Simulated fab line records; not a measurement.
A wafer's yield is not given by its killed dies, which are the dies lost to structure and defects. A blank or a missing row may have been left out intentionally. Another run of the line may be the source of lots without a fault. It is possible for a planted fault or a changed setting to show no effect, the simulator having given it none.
What tool caused it? | flow nandHarc | Sampling: 12 lots, 36 wafers, 2 of 1302 route steps

WHAT THE GAUGES READ, wafer by wafer
NHARC_A_ONON_D2_THK_MEAS_14: measures by ellipsometry.
lot  | measured     | on           | thkNm (nm)
L074 | day 13 07:37 | filmMetro-02 | 985 985 985
L077 | day 13 08:52 | filmMetro-01 | 990 991 992
L080 | day 14 15:15 | filmMetro-02 | 1003 1003 1001
L081 | day 15 10:03 | filmMetro-02 | 996 994 995
L083 | day 16 06:39 | filmMetro-02 | 984 985 984
L086 | day 16 23:06 | filmMetro-01 | 980 981 980
L087 | day 17 14:40 | filmMetro-01 | 1015 1019 1019
L089 | day 18 09:47 | filmMetro-02 | 1010 1008 1010
L091 | day 19 14:05 | filmMetro-02 | 1010 1011 1012
L093 | day 19 22:38 | filmMetro-02 | 981 983 981
L094 | day 21 04:04 | filmMetro-01 | 991 992 992
L097 | day 22 01:19 | filmMetro-02 | 975 973 974

EACH LOT AND THE TOOL THAT RAN IT (in order: tool; ch and the chambers of the sampled wafers; start)
lot  | NHARC_A_CHANNEL_FILL_D1_STRIP_29
L074 | rieDiel-13 ch 0,1,2, day 13 07:37 or earlier
L077 | rieDiel-13 ch 0,1, day 11 14:55
L080 | rieDiel-13 ch 1,2, day 14 15:15 or earlier
L081 | rieDiel-03 ch 0,1, day 15 10:03 or earlier
L083 | rieDiel-13 ch 0,2,3, day 16 06:39 or earlier
L086 | rieDiel-02 ch 0,1,3, day 16 23:06 or earlier
L087 | rieDiel-13 ch 0,3, day 17 14:40 or earlier
L089 | rieDiel-13 ch 0,1,2, day 18 09:47 or earlier
L091 | rieDiel-13 ch 1,2,3, day 19 14:05 or earlier
L093 | rieDiel-13 ch 2,3, day 19 22:38 or earlier
L094 | rieDiel-02 ch 0,1,3, day 21 04:04 or earlier
L097 | rieDiel-13 ch 0,1,3, day 22 01:19 or earlier
- NHARC_A_CHANNEL_FILL_D1_STRIP_29: strips in O2, time 20 s.

THE ANSWER, worked out from the rows above alone
Rule: what is usual is taken from the lots themselves. The widest of any qualifying gaps counts: lots, ordered by their means at a reading, are off when they make up no more than a third of the lots, leave a main group of 4 or more, and stand apart from it by 3 or more times the standard deviation of that group's means. If all means in a main group match to the digits the tables above print for the reading, that group is not used. Also off: a lot with no number at a reading for which 4 or more lots have one. All remaining lots with rows at the step are treated as sound.
Nothing can be told from this: no lot is off at any reading shown.

WHAT THE SIMULATOR PUT IN
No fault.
